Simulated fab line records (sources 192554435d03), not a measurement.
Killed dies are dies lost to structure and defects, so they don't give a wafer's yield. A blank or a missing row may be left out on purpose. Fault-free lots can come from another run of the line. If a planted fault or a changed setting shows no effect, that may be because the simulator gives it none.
fab line records | flow n5Finfet
[record] lots = 5 wafers = 15 lastDay = 16
route steps=1938 shown BEOL_M9@1451 BEOL_M10@1470
lots that met no fault: taken from a fault-free run of the same line
startH: hours from the record's first day to the start of the lot's first wafer shown | waitH: hours from the lot's prior step to this one | " the same as in the row above | L1.1+2: a row that stands for several wafers | - no value present, or no start provided | * or withheld: withheld | < > ~ a bound
route shown NAME@n: NAME is a module with steps in the file, n the number in the route of the first one | usual: mean/standard deviation taken from wafers without a fault | same: alike in all rows | chamber/n: place in a boat | sites: readings site by site | _std_site: the values' standard deviation | _edge_site: mean of outer sites minus mean of inner sites | radiusMm: how far each site lies from the wafer's centre | mask NAME#n: copy n | behind: tool/chamber where the wafer was last shaped | hold: what put the lot on hold/how long, in hours/how the hold closed | device: transistor that didn't switch, given as n, p or np | end of line: tests of these same wafers at the route's end | for a step that has no rows: nothing shown but its recipe | killed: not the wafer's yield, but the dies lost to structure and defects at the first sort | map: a wafer's dies, marking killed ones x, the rest . and places with no die _
set.NAME: the run value of the setting; set.NAME@STEP: its run value at that earlier step | model.NAME: the simulator's own value behind a step, which no gauge read
lots seen at some steps along the route; tables by step, rows by wafer
services: when a tool's chamber went out of use (startH, in hours from the record's first day, below 0 if earlier), for how many hours, and the reason
[[steps]]
[step N5_BEOL_M9_SRD_40]
[recipe] timeS = 30 tempC = 23 rinseLiquid = diw dry = ipaMarangoni
// columns lot.wafer tool chamber startH waitH
L077.1+2+4 wetBench-01 2,3,4 226.25 0.0
L080.2+3+6 wetBench-01 4,7,5 274.74 0.0
L084.3+4+6 wetBench-04 2,3,6 288.19 0.0
L089.2+4+5 wetBench-01 4,5,3 318.54 0.0
L092.1+4+6 wetBench-04 0,6,1 330.71 0.0
[step N5_BEOL_M9_PRECLEAN_42]
[recipe] chemistry = residueRemover timeS = 60 tempC = 40
[usual] bathGuardTempC = 40.0/0.57
// columns lot.wafer tool chamber startH waitH bathGuardTempC
L077.1 wetBench-01 2 226.26 0.0 39.8
L077.2 " 3 " " 39.5
L077.4 " 4 " " 39.3
L080.2 wetBench-01 4 274.76 0.0 39.5
L080.3 " 7 " " 39.9
L080.6 " 5 " " 39.9
L084.3 wetBench-04 2 288.21 0.0 39.5
L084.4 " 3 " " 40.1
L084.6 " 6 " " 40.0
L089.2 wetBench-01 4 318.56 0.0 39.7
L089.4 " 5 " " 40.0
L089.5 " 3 " " 39.1
L092.1 wetBench-04 0 330.72 0.0 38.6
L092.4 " 6 " " 39.8
L092.6 " 1 " " 40.5
[step N5_BEOL_M9_SRD_43]
[recipe] timeS = 30 tempC = 23 rinseLiquid = diw dry = ipaMarangoni
// columns lot.wafer tool chamber startH waitH
L077.1+2+4 wetBench-01 2,3,4 226.28 0.0
L080.2+3+6 wetBench-01 4,7,5 274.77 0.0
L084.3+4+6 wetBench-04 2,3,6 288.23 0.0
L089.2+4+5 wetBench-01 4,5,3 318.58 0.0
L092.1+4+6 wetBench-04 0,6,1 330.74 0.0
[step N5_BEOL_M9_CD_MEAS_35]
[recipe] targetCdNm = 70 targetCdYNm = 40 polarity = opening
[usual] cdNm = 69.9/0.85
// columns lot.wafer tool chamber startH waitH cdNm
L077.1 cdSem-02 - 226.32 0.0 70.3
L077.2 " - " " 70.5
L077.4 " - " " 71.6
L080.2 cdSem-02 - 274.82 0.0 71.5
L080.3 " - " " 70.4
L080.6 " - " " 69.9
L084.3 cdSem-03 - 288.27 0.0 69.9
L084.4 " - " " 70.7
L084.6 " - " " 70.8
L089.2 cdSem-01 - 318.62 0.0 71.9
L089.4 " - " " 71.6
L089.5 " - " " 70.3
L092.1 cdSem-02 - 330.78 0.0 69.9
L092.4 " - " " 71.5
L092.6 " - " " 70.5
[step N5_BEOL_M9_CURE_72]
[recipe] tempC = 370 timeS = 120 ambient = DMADMS/He material = SiCOH_lowk
[usual] lampPowerPct = 52.31/0.054 wafer_temp_C_max = 371.7/0.58
// columns lot.wafer tool chamber startH waitH lampPowerPct wafer_temp_C_max
L077.1 uvCure-02 0 226.36 0.0 52.26 371.0
L077.2 " 0 " " 52.40 371.4
L077.4 " 0 " " 52.20 371.1
L080.2 uvCure-01 0 274.91 0.1 52.39 371.2
L080.3 " 0 " " 52.31 371.9
L080.6 " 0 " " 52.29 371.8
L084.3 uvCure-01 0 288.41 0.1 52.26 371.6
L084.4 " 0 " " 52.29 371.5
L084.6 " 0 " " 52.33 371.2
L089.2 uvCure-01 1 318.71 0.1 52.28 371.7
L089.4 " 1 " " 52.25 371.4
L089.5 " 1 " " 52.35 372.1
L092.1 uvCure-01 0 330.82 0.0 52.30 372.8
L092.4 " 0 " " 52.23 372.2
L092.6 " 0 " " 52.28 371.9
[step N5_BEOL_M9_DEGAS_44]
[recipe] ambient = vacuum tempC = 250 timeS = 60
[usual] heaterPowerW = 330/24 susceptorTempC = 250.01/0.18
// columns lot.wafer tool chamber startH waitH heaterPowerW susceptorTempC
L077.1 pvdSputter-02 - 227.08 0.7 310 249.95
L077.2 " - " " 330 250.16
L077.4 " - " " 313 250.30
L080.2 pvdSputter-01 - 275.34 0.4 304 249.60
L080.3 " - " " 327 249.90
L080.6 " - " " 305 249.78
L084.3 pvdSputter-02 - 288.86 0.4 316 250.14
L084.4 " - " " 351 249.62
L084.6 " - " " 324 249.80
L089.2 pvdSputter-03 - 319.53 0.8 382 250.07
L089.4 " - " " 325 250.02
L089.5 " - " " 325 250.03
L092.1 pvdSputter-01 - 332.18 1.3 310 250.15
L092.4 " - " " 309 250.10
L092.6 " - " " 307 250.20
[step N5_BEOL_M9_PRE_CLEAN_45]
[recipe] gas = H2/He timeS = 30 tempC = 250
[usual] heaterPowerW = 330/23 susceptorTempC = 249.97/0.16
// columns lot.wafer tool chamber startH waitH heaterPowerW susceptorTempC
L077.1 pvdSputter-02 - 227.12 0.0 321 250.06
L077.2 " - " " 333 250.23
L077.4 " - " " 308 250.06
L080.2 pvdSputter-01 - 275.38 0.0 314 249.88
L080.3 " - " " 324 250.14
L080.6 " - " " 315 249.81
L084.3 pvdSputter-02 - 288.90 0.0 317 249.86
L084.4 " - " " 348 250.10
L084.6 " - " " 315 249.74
L089.2 pvdSputter-03 - 319.57 0.0 376 249.81
L089.4 " - " " 318 249.84
L089.5 " - " " 328 250.02
L092.1 pvdSputter-01 - 332.23 0.0 320 249.97
L092.4 " - " " 305 249.95
L092.6 " - " " 313 250.17
[step N5_BEOL_M9_ALD_74]
[recipe] material = TaN targetThkA = 20 tempC = 275 aldPrecursorFamily = PDMAT aldCoReactant = NH3 pressureTorr = 3 carrierFlowSccm = 1500 pulseTimeS = 2 purgeTimeS = 3 coReactantPurgeTimeS = 2 coReactantPulseTimeS = 3 aldCycles = 40 precursorVesselTempC = 75 precursorVesselPressureTorr = 26.25 precursorVesselCarrierSccm = 1000
[usual] heaterPowerW = 433/31 mfcCarrierSccm = 1501/4.6 precursorVesselCarrierSccm = 999.7/2.7 susceptorTempC = 275.02/0.18
[same] pulseTimeS = 2
// columns lot.wafer tool chamber startH waitH heaterPowerW mfcCarrierSccm precursorVesselCarrierSccm susceptorTempC
L077.1 aldMetal-01 1 227.20 0.1 424 1501 996.4 275.08
L077.2 " 0 " " 453 1504 1001.3 274.77
L077.4 " 2 " " 435 1505 1000.5 274.99
L080.2 aldMetal-04 0 275.46 0.1 392 1501 995.3 275.21
L080.3 " 2 " " 461 1496 998.5 275.02
L080.6 " 2 " " 460 1498 1003.1 274.98
L084.3 aldMetal-04 1 288.96 0.0 424 1503 1002.3 275.06
L084.4 " 0 " " 406 1495 994.6 275.07
L084.6 " 1 " " 433 1497 1003.3 274.72
L089.2 aldMetal-01 1 319.63 0.0 419 1493 1002.2 275.12
L089.4 " 2 " " 440 1500 997.9 275.07
L089.5 " 1 " " 432 1496 1000.5 275.25
L092.1 aldMetal-03 0 332.29 0.0 388 1507 999.6 274.88
L092.4 " 3 " " 384 1503 996.6 274.91
L092.6 " 1 " " 462 1494 1001.3 275.07
[step N5_BEOL_M9_SURFACE_TREAT_79]
[recipe] gas = Ar timeS = * ionEnergyEv = * ionCurrentMaCm2 = 0.5 pressureMtorr = * arFlowSccm = 30
[usual] throttleValvePct = *
// columns lot.wafer tool chamber startH waitH throttleValvePct
L077.1 pvdSputter-02 - 227.56 0.2 *
L077.2 " - " " *
L077.4 " - " " *
L080.2 pvdSputter-03 - 275.89 0.3 *
L080.3 " - " " *
L080.6 " - " " *
L084.3 pvdSputter-02 - 289.25 0.2 *
L084.4 " - " " *
L084.6 " - " " *
L089.2 pvdSputter-02 - 319.91 0.2 *
L089.4 " - " " *
L089.5 " - " " *
L092.1 pvdSputter-03 - 332.67 0.3 *
L092.4 " - " " *
L092.6 " - " " *
[step N5_BEOL_M9_CVD_78]
[recipe] material = Co targetThkA = 20 tempC = withheld precursor = CCTBA/H2 pressureTorr = 30 timeS = 138.9
// columns lot.wafer tool chamber startH waitH
L077.1+2+4 cvdCo-01 0,2,1 227.79 0.2
L080.2+3+6 cvdCo-01 2,1,1 276.04 0.1
L084.3+4+6 cvdCo-01 2,1,2 289.52 0.3
L089.2+4+5 cvdCo-02 2,1,2 320.13 0.2
L092.1+4+6 cvdCo-02 0,0,2 332.73 0.0
[step N5_BEOL_M9_SPUTTER_48]
[recipe] material = Cu targetThkA = 120 tempC = -20 biasV = 60 powerW = 26000 chamberPressurePa = 0.13 timeS = 2
[usual] chuckGasFlowSccm = 1.27/0.051 susceptorTempC = -19.99/0.1 throttleValvePct = 29.7/1.1
// columns lot.wafer tool chamber startH waitH chuckGasFlowSccm susceptorTempC throttleValvePct
L077.1 pvdSputter-01 - 227.97 0.1 1.26 -19.99 28.9
L077.2 " - " " 1.27 -20.07 28.9
L077.4 " - " " 1.31 -19.97 30.7
L080.2 pvdSputter-01 - 277.58 1.5 1.23 -20.01 30.5
L080.3 " - " " 1.31 -19.99 29.0
L080.6 " - " " 1.25 -19.93 29.0
L084.3 pvdSputter-02 - 289.67 0.1 1.33 -19.98 31.5
L084.4 " - " " 1.26 -20.01 29.6
L084.6 " - " " 1.23 -20.03 31.7
L089.2 pvdSputter-01 - 320.40 0.2 1.29 -20.04 28.7
L089.4 " - " " 1.22 -20.00 30.5
L089.5 " - " " 1.21 -20.08 28.9
L092.1 pvdSputter-02 - 332.93 0.2 1.20 -19.93 29.6
L092.4 " - " " 1.21 -19.88 31.9
L092.6 " - " " 1.22 -19.90 31.8
[step N5_BEOL_M9_ECD_50]
[recipe] material = Cu targetThkA = 3180
// columns lot.wafer tool chamber startH waitH
L077.1+2+4 ecdCu-01 0,1,1 228.09 0.1
L080.2+3+6 ecdCu-02 1,0,1 277.70 0.1
L084.3+4+6 ecdCu-01 0,1,0 289.81 0.1
L089.2+4+5 ecdCu-01 1,0,1 320.62 0.2
L092.1+4+6 ecdCu-02 0,1,0 333.05 0.1
[step N5_BEOL_M9_ANNEAL_51]
[recipe] tempC = 225 timeS = 90 ambient = N2
[usual] annealTempCMax = 226.1/0.53 wafer_temp_C_max = 225.71/0.2
// columns lot.wafer tool chamber startH waitH annealTempCMax wafer_temp_C_max
L077.1 rtpAnneal-01 0 228.39 0.3 226.5 225.87
L077.2 " 0 " " 226.8 225.72
L077.4 " 0 " " 226.5 225.67
L080.2 rtpAnneal-02 0 277.88 0.2 225.8 225.45
L080.3 " 0 " " 225.6 225.50
L080.6 " 0 " " 225.4 225.87
L084.3 rtpAnneal-01 0 289.98 0.1 226.2 225.73
L084.4 " 0 " " 226.9 225.80
L084.6 " 0 " " 226.0 225.52
L089.2 rtpAnneal-02 0 321.55 0.9 225.7 225.69
L089.4 " 0 " " 225.6 225.90
L089.5 " 0 " " 225.6 226.04
L092.1 rtpAnneal-01 0 333.52 0.4 226.3 225.56
L092.4 " 0 " " 226.4 225.59
L092.6 " 0 " " 226.3 225.53
[step N5_BEOL_M9_CMP_52]
[recipe] stopOn = SiCOH_lowk tOverpolishS = 7 downForcePsi = 1 platenRpm = 50 clearingPlatenDownForcePsi = 1.5 clearingPlatenRpm = 50 postCmpClean = cuAlkaline targetThkNm = 140 clearingPlatenPadVelocityMS = 0.99484 padVelocityMS = 0.99484
[usual] barrierFieldEndpointS = 28.7/0.96 motorCurrentA = 6.0/0.42 overpolishRunS = 6.999/0.0086 timeToEndpointS = 65/3.6
// columns lot.wafer tool chamber startH waitH barrierFieldEndpointS motorCurrentA overpolishRunS timeToEndpointS
L077.1 cmp-04 2 228.72 0.3 29.2 5.8 7.021 69
L077.4 " 3 " " 28.6 6.3 6.995 62
L077.2 " 0 " " 29.8 6.3 6.992 71
L080.2 cmp-04 1 278.17 0.2 29.8 5.9 6.993 67
L080.3 " 2 " " 29.5 6.0 7.008 68
L080.6 " 1 " " 29.0 6.0 6.994 65
L084.3 cmp-03 2 290.19 0.2 29.0 5.7 7.008 66
L084.4 " 0 " " 30.4 5.6 7.005 69
L084.6 " 3 " " 30.3 6.3 6.998 68
L089.2 cmp-02 2 322.12 0.5 26.9 5.1 6.992 60
L089.4 " 3 " " 26.9 5.4 6.987 55
L089.5 " 0 " " 27.8 6.2 6.983 60
L092.4 cmp-04 1 333.85 0.2 28.6 6.2 7.014 63
L092.1 " 3 " " 27.1 6.0 6.999 58
L092.6 " 1 " " 27.7 6.2 7.001 62
[step N5_BEOL_M9_THK_MEAS_53]
[recipe] thkMeasGauge = xrf reads = Cu_of_BEOL_M9_ECD_50
[usual] M9_THK = 141/3.8
// columns lot.wafer tool chamber startH waitH M9_THK[nm]
L077.1 filmMetro-01 - 228.98 - 140
L077.2 " - " " 138
L077.4 " - " " 139
L080.2 filmMetro-01 - 278.43 - 145
L080.3 " - " " 146
L080.6 " - " " 149
L084.3 filmMetro-02 - 290.49 - 145
L084.4 " - " " 147
L084.6 " - " " 147
L089.2 filmMetro-01 - 322.34 - 135
L089.4 " - " " 143
L089.5 " - " " 143
L092.1 filmMetro-02 - 334.11 - 137
L092.4 " - " " 144
L092.6 " - " " 142
[step N5_BEOL_M9_PRE_CLEAN_55]
[recipe] gas = NH3 timeS = 15 tempC = withheld rfPowerW = 300
// columns lot.wafer tool chamber startH waitH
L077.1+2+4 pecvd-02 1,2,1 229.01 0.0
L080.2+3+6 pecvd-04 1,0,1 278.47 0.0
L084.3+4+6 pecvd-03 1,1,0 290.52 0.0
L089.2+4+5 pecvd-04 1,2,1 322.38 0.0
L092.1+4+6 pecvd-02 0,0,1 334.15 0.0
[step N5_BEOL_M9_DEP_56]
[recipe] material = SiCN targetThkA = 150 tempC = withheld precursor = 3MS/NH3 pressureTorr = 3 rfW = 202 timeS = 26.5
[usual] showerheadPlenumPTorr = 3.663/0.011 throttleValvePct = 9.1/0.58
// columns lot.wafer tool chamber startH waitH showerheadPlenumPTorr throttleValvePct
L077.1 pecvd-02 1 229.04 0.0 3.651 10.2
L077.2 " 2 " " 3.656 8.6
L077.4 " 1 " " 3.662 10.0
L080.2 pecvd-04 1 278.49 0.0 3.657 9.9
L080.3 " 0 " " 3.671 8.7
L080.6 " 1 " " 3.659 9.6
L084.3 pecvd-03 1 290.55 0.0 3.663 9.0
L084.4 " 1 " " 3.645 9.4
L084.6 " 0 " " 3.670 8.8
L089.2 pecvd-04 1 322.40 0.0 3.658 10.0
L089.4 " 2 " " 3.685 9.2
L089.5 " 1 " " 3.672 9.7
L092.1 pecvd-02 0 334.17 0.0 3.644 9.4
L092.4 " 0 " " 3.656 9.4
L092.6 " 1 " " 3.658 9.7
[step N5_BEOL_M9_RS_MEAS_57]
[recipe] thkMeasGauge = four-point-probe reads = Cu_of_BEOL_M9_ECD_50+Co_of_BEOL_M9_CVD_78+TaN_of_BEOL_M9_ALD_74
[usual] M9_RS = 0.152/0.0042
// columns lot.wafer tool chamber startH waitH M9_RS[ohm/sq]
L077.1 filmMetro-02 - 229.11 0.1 0.153
L077.2 " - " " 0.155
L077.4 " - " " 0.154
L080.2 filmMetro-01 - 278.57 0.1 0.147
L080.3 " - " " 0.146
L080.6 " - " " 0.143
L084.3 filmMetro-01 - 290.62 0.1 0.146
L084.4 " - " " 0.144
L084.6 " - " " 0.144
L089.2 filmMetro-01 - 322.48 0.1 0.160
L089.4 " - " " 0.150
L089.5 " - " " 0.149
L092.1 filmMetro-02 - 334.24 0.1 0.157
L092.4 " - " " 0.148
L092.6 " - " " 0.150
[step N5_BEOL_M9_INSPECT_58]
[recipe] inspectInstrument = darkfield mode = postDep
[usual] rawDefectCount = 71/22
// columns lot.wafer tool chamber startH waitH rawDefectCount
L077.1 defectInspect-02 - 229.14 0.0 71
L077.2 " - " " 62
L077.4 " - " " 80
L080.2 defectInspect-02 - 278.59 0.0 72
L080.3 " - " " 68
L080.6 " - " " 45
L084.3 defectInspect-02 - 290.65 0.0 54
L084.4 " - " " 52
L084.6 " - " " 91
L089.2 defectInspect-01 - 322.50 0.0 74
L089.4 " - " " 85
L089.5 " - " " 61
L092.1 defectInspect-01 - 334.27 0.0 56
L092.4 " - " " 88
L092.6 " - " " 82
[step N5_BEOL_M10_ILD_DEP_00]
[recipe] material = SiCOH_lowk targetThkA = 3085.1 tempC = 300 precursor = DEMS/porogen pressureTorr = 5 rfW = 500 timeS = 58
[usual] heaterPowerW = 280/46 showerheadPlenumPTorr = 5.735/0.014 susceptorTempC = 299.99/0.19 throttleValvePct = 13.7/0.83
// columns lot.wafer tool chamber startH waitH heaterPowerW showerheadPlenumPTorr susceptorTempC throttleValvePct
L077.1 pecvd-01 2 229.18 0.0 351 5.758 300.07 13.6
L077.2 " 0 " " 304 5.748 299.94 13.6
L077.4 " 0 " " 306 5.724 300.21 13.6
L080.2 pecvd-01 2 278.63 0.0 320 5.750 300.15 13.4
L080.3 " 2 " " 318 5.750 299.99 13.6
L080.6 " 2 " " 325 5.765 299.93 13.6
L084.3 pecvd-03 2 290.69 0.0 272 5.721 299.91 12.7
L084.4 " 2 " " 282 5.731 300.03 12.2
L084.6 " 0 " " 241 5.755 300.05 13.4
L089.2 pecvd-02 1 322.54 0.0 253 5.727 299.91 15.4
L089.4 " 0 " " 217 5.731 300.12 14.6
L089.5 " 1 " " 268 5.714 300.02 15.2
L092.1 pecvd-03 2 334.31 0.0 303 5.727 299.74 12.6
L092.4 " 0 " " 238 5.745 300.09 13.3
L092.6 " 1 " " 316 5.740 299.80 14.5
[step N5_BEOL_M10_CURE_71]
[recipe] tempC = 385 timeS = 240 ambient = He/Ar material = SiCOH_lowk
[usual] lampPowerPct = 52.31/0.056 wafer_temp_C_max = 386.7/0.63
// columns lot.wafer tool chamber startH waitH lampPowerPct wafer_temp_C_max
L077.1 uvCure-03 0 229.25 0.0 52.28 386.4
L077.2 " 0 " " 52.30 386.5
L077.4 " 0 " " 52.42 387.3
L080.2 uvCure-02 2 278.82 0.2 52.31 386.9
L080.3 " 2 " " 52.29 386.9
L080.6 " 2 " " 52.30 386.4
L084.3 uvCure-02 2 290.92 0.2 52.36 387.5
L084.4 " 2 " " 52.26 386.2
L084.6 " 2 " " 52.27 387.1
L089.2 uvCure-03 2 322.70 0.1 52.35 386.6
L089.4 " 2 " " 52.37 386.4
L089.5 " 2 " " 52.25 386.9
L092.1 uvCure-01 1 334.39 0.0 52.37 387.1
L092.4 " 1 " " 52.30 386.5
L092.6 " 1 " " 52.35 386.1
[step N5_BEOL_M10_THK_MEAS_01]
[recipe] reads = SiCOH_lowk_of_BEOL_M10_ILD_DEP_00
[usual] M10_ILD_THK = 267/3.7
// columns lot.wafer tool chamber startH waitH M10_ILD_THK[nm]
L077.1 filmMetro-02 - 229.77 0.4 259
L077.2 " - " " 264
L077.4 " - " " 269
L080.2 filmMetro-01 - 279.25 0.4 265
L080.3 " - " " 268
L080.6 " - " " 268
L084.3 filmMetro-01 - 291.28 0.3 269
L084.4 " - " " 273
L084.6 " - " " 273
L089.2 filmMetro-01 - 323.13 0.4 258
L089.4 " - " " 265
L089.5 " - " " 266
L092.1 filmMetro-02 - 334.90 0.4 270
L092.4 " - " " 270
L092.6 " - " " 269
[step N5_BEOL_M10_PECVD_70]
[recipe] material = SiO2 targetThkA = 200 tempC = 400 precursor = TEOS/O2 pressureTorr = 5.5 rfW = 450 teosFlowSccm = 53.8 gas = O2 flowSccm = 3000 timeS = 22.7
[usual] heaterPowerW = 677/80 showerheadPlenumPTorr = 8.77/0.051 susceptorTempC = 399.97/0.21 throttleValvePct = 22.2/1.2
// columns lot.wafer tool chamber startH waitH heaterPowerW showerheadPlenumPTorr susceptorTempC throttleValvePct
L077.1 pecvd-02 0 229.80 0.0 607 8.74 400.29 22.9
L077.2 " 2 " " 658 8.78 400.45 21.0
L077.4 " 1 " " 723 8.77 399.87 24.8
L080.2 pecvd-02 1 279.29 0.0 627 8.75 399.97 24.9
L080.3 " 2 " " 632 8.79 399.70 20.9
L080.6 " 2 " " 642 8.79 399.96 21.0
L084.3 pecvd-01 2 291.33 0.1 762 8.88 400.01 21.6
L084.4 " 0 " " 670 8.76 399.60 21.8
L084.6 " 2 " " 757 8.85 399.89 21.7
L089.2 pecvd-01 2 323.17 0.0 657 8.85 400.27 21.8
L089.4 " 2 " " 636 8.87 400.17 21.9
L089.5 " 0 " " 770 8.77 400.08 21.4
L092.1 pecvd-02 2 334.94 0.0 655 8.78 400.22 21.2
L092.4 " 0 " " 613 8.75 400.02 23.1
L092.6 " 2 " " 659 8.78 400.39 21.1
[step N5_BEOL_M10_HM_DEP_02]
[recipe] material = TiN targetThkA = 200 tempC = 25 chamberPressurePa = 0.49996
[usual] susceptorTempC = 24.98/0.11 throttleValvePct = 29.6/1.2
// columns lot.wafer tool chamber startH waitH susceptorTempC throttleValvePct
L077.1 pvdSputter-03 - 231.07 1.2 24.97 27.6
L077.2 " - " " 25.09 29.7
L077.4 " - " " 24.86 31.3
L080.2 pvdSputter-03 - 280.81 1.5 24.90 27.4
L080.3 " - " " 24.92 31.4
L080.6 " - " " 24.87 27.4
L084.3 pvdSputter-03 - 292.35 1.0 24.95 30.1
L084.4 " - " " 25.08 29.6
L084.6 " - " " 24.75 30.5
L089.2 pvdSputter-01 - 323.99 0.8 24.82 29.0
L089.4 " - " " 24.66 29.0
L089.5 " - " " 24.93 28.5
L092.1 pvdSputter-03 - 338.54 3.6 24.90 27.7
L092.4 " - " " 25.13 30.3
L092.6 " - " " 24.89 31.1
[step N5_BEOL_M10_COAT_59]
[recipe] resist = SOC tempC = 250 timeS = 60 spinRpm = 1500 resistThkNm = 100
// columns lot.wafer tool chamber startH waitH
L077.1+2+4 lithoTrack-05 0 231.20 0.1
L080.2+3+6 lithoTrack-05 0 280.94 0.1
L084.3+4+6 lithoTrack-03 0 292.47 0.1
L089.2+4+5 lithoTrack-05 0 324.11 0.1
L092.1+4+6 lithoTrack-05 0 338.67 0.1
[step N5_BEOL_M10_COAT_60]
[recipe] resist = SiARC tempC = 220 timeS = 60 spinRpm = 1500 resistThkNm = 30
// columns lot.wafer tool chamber startH waitH
L077.1+2+4 lithoTrack-05 0 - -
L080.2+3+6 lithoTrack-05 0 - -
L084.3+4+6 lithoTrack-03 0 - -
L089.2+4+5 lithoTrack-05 0 - -
L092.1+4+6 lithoTrack-05 0 - -
[step N5_BEOL_M10_COAT_05]
[recipe] resist = CAR-ArF spinRpm = 1500 resistThkNm = 90
// columns lot.wafer tool chamber startH waitH
L077.1+2+4 lithoTrack-05 0 - -
L080.2+3+6 lithoTrack-05 0 - -
L084.3+4+6 lithoTrack-03 0 - -
L089.2+4+5 lithoTrack-05 0 - -
L092.1+4+6 lithoTrack-05 0 - -
[step N5_BEOL_M10_EBR_07]
[recipe] solvent = PGMEA ebrWidthMm = 1.5
// columns lot.wafer tool chamber startH waitH
L077.1+2+4 lithoTrack-05 0 - -
L080.2+3+6 lithoTrack-05 0 - -
L084.3+4+6 lithoTrack-03 0 - -
L089.2+4+5 lithoTrack-05 0 - -
L092.1+4+6 lithoTrack-05 0 - -
[step N5_BEOL_M10_SOFTBAKE_06]
[recipe] tempC = 110 timeS = 60 resist = CAR-ArF
// columns lot.wafer tool chamber startH waitH
L077.1+2+4 lithoTrack-05 0 - -
L080.2+3+6 lithoTrack-05 0 - -
L084.3+4+6 lithoTrack-03 0 - -
L089.2+4+5 lithoTrack-05 0 - -
L092.1+4+6 lithoTrack-05 0 - -
[step N5_BEOL_M10_EXPOSE_08]
[recipe] maskId = M10 na = 1.35 sourceShape = dipole sigmaInner = 0.411 sigmaOuter = 0.611 polarization = te doseMj = 53.75
[usual] stageVelMmS = 499.97/0.27
// columns lot.wafer tool chamber startH waitH mask stageVelMmS
L077.1 arfiScanner-01 0 231.44 - M10#0 499.72
L077.2 " 0 " " M10#0 500.11
L077.4 " 0 " " M10#0 500.25
L080.2 arfiScanner-01 0 281.18 - M10#0 499.99
L080.3 " 0 " " M10#0 499.92
L080.6 " 0 " " M10#0 500.16
L084.3 arfiScanner-01 0 292.73 - M10#0 499.91
L084.4 " 0 " " M10#0 499.62
L084.6 " 0 " " M10#0 499.81
L089.2 arfiScanner-03 0 324.36 - M10#0 500.05
L089.4 " 0 " " M10#0 499.82
L089.5 " 0 " " M10#0 500.14
L092.1 arfiScanner-01 0 338.91 - M10#0 500.29
L092.4 " 0 " " M10#0 500.28
L092.6 " 0 " " M10#0 500.83
[step N5_BEOL_M10_PEB_09]
[recipe] pebTempC = withheld pebTimeS = 60 resist = CAR-ArF
// columns lot.wafer tool chamber startH waitH
L077.1+2+4 lithoTrack-04 0 231.50 0.1
L080.2+3+6 lithoTrack-03 0 281.24 0.0
L084.3+4+6 lithoTrack-03 0 292.78 0.0
L089.2+4+5 lithoTrack-04 0 324.42 0.0
L092.1+4+6 lithoTrack-03 0 338.97 0.1
[step N5_BEOL_M10_DEVELOP_10]
[recipe] developTimeS = 30 developer = TMAH resist = CAR-ArF rinseLiquid = diw dry = airSpin devTempC = 23
// columns lot.wafer tool chamber startH waitH
L077.1+2+4 lithoTrack-04 0 - -
L080.2+3+6 lithoTrack-03 0 - -
L084.3+4+6 lithoTrack-03 0 - -
L089.2+4+5 lithoTrack-04 0 - -
L092.1+4+6 lithoTrack-03 0 - -
[step N5_BEOL_M10_CD_MEAS_11]
[recipe] targetCdNm = 64.1 landingEnergyEv = 500 detector = seInlens polarity = opening
[usual] cdNm = 64.3/0.7
// columns lot.wafer tool chamber startH waitH cdNm
L077.1 cdSem-02 0 231.57 - 63.2
L077.2 " 0 " " 62.9
L077.4 " 0 " " 64.2
L080.2 cdSem-02 0 281.31 - 64.8
L080.3 " 0 " " 64.0
L080.6 " 0 " " 64.6
L084.3 cdSem-03 0 292.85 - 65.0
L084.4 " 0 " " 65.0
L084.6 " 0 " " 63.7
L089.2 cdSem-02 0 324.48 - 64.9
L089.4 " 0 " " 64.8
L089.5 " 0 " " 64.1
L092.1 cdSem-01 0 339.04 - 64.3
L092.4 " 0 " " 65.4
L092.6 " 0 " " 65.0
[step N5_BEOL_M10_OVL_MEAS_12]
[recipe] pointsPerWafer = 44
[usual] M10_OVL = -0.2/0.75
// columns lot.wafer tool chamber startH waitH M10_OVL[nm]
L077.1 overlay-02 0 231.60 0.0 0.3
L077.2 " 0 " " 0.7
L077.4 " 0 " " 0.9
L080.2 overlay-01 0 281.34 0.0 -1.0
L080.3 " 0 " " -0.3
L080.6 " 0 " " -1.7
L084.3 overlay-02 0 292.87 0.0 -1.1
L084.4 " 0 " " -1.8
L084.6 " 0 " " -1.2
L089.2 overlay-01 0 324.51 0.0 -0.1
L089.4 " 0 " " 0.3
L089.5 " 0 " " -0.3
L092.1 overlay-02 0 339.07 0.0 0.7
L092.4 " 0 " " -0.9
L092.6 " 0 " " -0.6
[step N5_BEOL_M10_INSPECT_13]
[recipe] mode = adi inspectInstrument = brightfield
[usual] rawDefectCount = 421/84
// columns lot.wafer tool chamber startH waitH rawDefectCount
L077.1 defectInspect-02 - 231.62 0.0 316
L077.2 " - " " 345
L077.4 " - " " 351
L080.2 defectInspect-01 - 281.36 0.0 445
L080.3 " - " " 377
L080.6 " - " " 375
L084.3 defectInspect-02 - 292.90 0.0 360
L084.4 " - " " 392
L084.6 " - " " 536
L089.2 defectInspect-01 - 324.54 0.0 391
L089.4 " - " " 443
L089.5 " - " " 395
L092.1 defectInspect-02 - 339.09 0.0 351
L092.4 " - " " 428
L092.6 " - " " 522
[[services]]
// columns tool chamber startH hours kind
cmp-04 - 203.16 1.2 repair
wetBench-01 - 214.47 0.9 repair
uvCure-01 - 216.86 22.2 pm
pecvd-02 - 222.48 6.0 pm
pecvd-01 - 224.41 0.5 repair
uvCure-03 - 224.65 0.2 repair
arfiScanner-01 - 227.68 1.6 repair
uvCure-02 - 230.55 2.1 pm
ecdCu-01 - 234.63 0.4 repair
rtpAnneal-02 - 235.34 1.0 pm
arfiScanner-01 - 238.63 3.1 pm
wetBench-01 - 240.48 1.9 pm
pecvd-01 1 254.45 48.9 repair
arfiScanner-01 - 256.46 1.3 pm
uvCure-01 - 258.43 9.2 repair
pecvd-01 2 264.95 6.6 repair
cvdCo-01 0 289.13 11.4 repair
arfiScanner-01 - 296.60 1.0 pm
pecvd-03 - 299.39 28.1 pm
uvCure-01 - 301.40 2.1 pm
ecdCu-01 - 314.82 4.4 pm
cmp-04 - 319.06 4.5 pm
uvCure-01 - 320.21 6.0 pm
pecvd-03 - 334.70 0.7 repair
[[key]]
fault none
